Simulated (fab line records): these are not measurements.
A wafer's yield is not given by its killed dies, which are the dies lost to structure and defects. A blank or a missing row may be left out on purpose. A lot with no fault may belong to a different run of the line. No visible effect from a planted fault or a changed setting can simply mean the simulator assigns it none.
A lot that was struck, set against a sound lot ; flow n5 finfet ; 15 out of 1938 route steps
Sound: these wafers, L832.1, L832.5, L832.6. Wafers struck: L841.1, L841.5, L841.6. The cause comes at the end.
Per side, at each step with rows, come the tool, then ch with its chambers, and then its first start. Under that, the readings that differ: sound wafers ; struck wafers ; difference of the means ; sigmas: that difference in standard deviations of wafers without a fault.
alike: same words and numbers on both sides, and readings whose means sit less than 2 such deviations apart. not compared: any withheld reading, any reading some wafer has no value for, any bound like >300 that may hide the same value, and any number with overlapping values for which the record gives no deviation.
The two part at a step that has a row with sigmas, a row that says differs or no value, or rows on one side only. Numbers that have no deviation but don't overlap get no sigmas and don't part them. Lack of a reading on every wafer of one side parts them only where that side has two or more wafers.

first, 7 steps without rows for these wafers: N5_PASSIVATION_COAT_04; N5_PASSIVATION_EBR_06; N5_PASSIVATION_SOFTBAKE_05 (time 90 s); N5_PASSIVATION_EXPOSE_07 (exposes mask TV, defocus 0 nm, target cd 3000 nm); N5_PASSIVATION_PEB_08; N5_PASSIVATION_DEVELOP_09 (develop time 60 s); N5_PASSIVATION_HARDBAKE_11 (time 120 s).
N5_PASSIVATION_CD_MEAS_10: the cd target is 3000 nm.
  sound on cd sem-03 ch 0, day 15 07:09; struck on cd sem-01 ch 0, day 16 12:44
  alike: cd nm
N5_PASSIVATION_OVL_MEAS_60:
  sound on overlay-02 ch 0, day 15 07:11; struck on overlay-01 ch 0, day 16 12:46
  alike: TV_OVL
N5_PASSIVATION_INSPECT_61: inspects for defects (macro).
  sound: defect inspect-02 at day 15 07:13; struck: defect inspect-01 at day 16 12:47
  alike: raw defect count
N5_PASSIVATION_DESCUM_12: chemistry O2, time 7.9 s.
  sound on rie diel-01 ch 2,3, day 15 07:20; struck on rie diel-06 ch 0,1,3, day 16 12:53
  alike: drypump motor current A, o2 flow sccm, oes product au, rf vpp V, showerhead plenum p Torr, throttle valve pct
  not compared: rf hours counter h
N5_PASSIVATION_PASS_ETCH_74: etches SiNx in CF4/O2, target depth 220 nm, time 110 s.
  sound on rie diel-01 ch 2,3, day 15 07:25; struck on rie diel-06 ch 0,1,3, day 16 12:57
  alike: bias w, drypump motor current A, oes product au, rf vpp V, showerhead plenum p Torr, throttle valve pct
  not compared: rf hours counter h
N5_PASSIVATION_VIA_ETCH_13: etches SiO2 in CHF3/O2, target depth 660 nm, time 330 s.
  sound on rie diel-01 ch 2,3, day 15 07:30; struck on rie diel-06 ch 0,1,3, day 16 13:03
reading;sound;struck;difference;sigmas
bias w (W);169.5 169.1 169.4;110.8 110.8 110.9;-58.5;-99 or more
etch rf on time s (s);237 237 231;263 273 270;+34;+8
rf vpp V (V);523 522 525;372 377 363;-153;-26
  alike: CHF3_flow_sccm, drypump motor current A, oes product au, showerhead plenum p Torr, throttle valve pct
  not compared: rf hours counter h
N5_PASSIVATION_STRIP_14: strips in O2.
  sound on rie diel-01 ch 2,3, day 15 07:41; struck on rie diel-06 ch 0,1,3, day 16 13:14
  alike: drypump motor current A, o2 flow sccm, oes product au, rf vpp V, showerhead plenum p Torr, throttle valve pct
  not compared: rf hours counter h
N5_PASSIVATION_PROBE_49:
  the record holds rows for the sound wafers here (prober-01, day 15 15:06) but none for the struck ones

== WHERE THEY PART ==
At N5_PASSIVATION_VIA_ETCH_13 first; at N5_PASSIVATION_PROBE_49 last (within this record only).

WHY: what the simulator had put in
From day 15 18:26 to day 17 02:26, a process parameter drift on rie diel-06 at N5_PASSIVATION_VIA_ETCH_13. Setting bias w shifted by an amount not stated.
